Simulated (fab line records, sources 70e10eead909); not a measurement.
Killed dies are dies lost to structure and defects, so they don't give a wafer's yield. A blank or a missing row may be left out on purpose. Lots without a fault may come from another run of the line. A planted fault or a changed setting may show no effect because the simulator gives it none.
Chamber matching | flow nand_harc | NHARC_P_GATE_DESCUM_48 on rie_diel-05: 4 sister chambers
The step chemistry O2, time 3 s. 8 wafers are shown with their chamber, then 10 later ones without.

WAFERS WITH THEIR CHAMBER
wafer  | chamber | showerhead_plenum_p_Torr (Torr) | drypump_motor_current_A (A)
L108.5 | 3       | 2.01                            | 5.7
L117.2 | 1       | 1.81                            | 5.2
L117.6 | 0       | 1.80                            | 5.9
L116.1 | 0       | 1.80                            | 5.9
L116.2 | 1       | 1.81                            | 5.2
L116.6 | 2       | 1.83                            | 6.7
L118.1 | 3       | 2.00                            | 5.7
L118.3 | 2       | 1.83                            | 6.6

WAFERS WITHOUT THEIR CHAMBER
wafer  | showerhead_plenum_p_Torr (Torr) | drypump_motor_current_A (A)
L118.5 | 1.81                            | 5.2
L119.2 | 2.00                            | 5.7
L119.4 | 1.83                            | 6.7
L119.6 | 1.83                            | 6.7
L122.1 | 2.00                            | 5.7
L122.2 | 1.80                            | 5.2
L122.5 | 1.82                            | 6.6
L120.1 | 2.00                            | 5.7
L120.4 | 1.80                            | 5.2
L120.6 | 1.80                            | 5.8

WHICH CHAMBER EACH WENT THROUGH
wafer  | from the rows above | in truth
L118.5 | 1                   | 1
L119.2 | 3                   | 3
L119.4 | 2                   | 2
L119.6 | 2                   | 2
L122.1 | 3                   | 3
L122.2 | 1                   | 1
L122.5 | 2                   | 2
L120.1 | 3                   | 3
L120.4 | 1                   | 1
L120.6 | 0                   | 0
Placed correctly: 10 of 10. Can't be placed from these rows: 0. Placed wrongly: 0.
How it was worked out, from the rows above alone: a wafer's distance from a chamber is the root of the sum, over the readings, of the square of ((its reading less the chamber's mean) divided by the reading's scatter). The wafer belongs to the nearest chamber; if the next one is less than 2 further off, it can't be placed. A chamber's mean is the mean of its shown wafers. The scatter: the root of (the sum of the squares of (reading less its chamber's mean) over the shown wafers, divided by (wafers less chambers)).
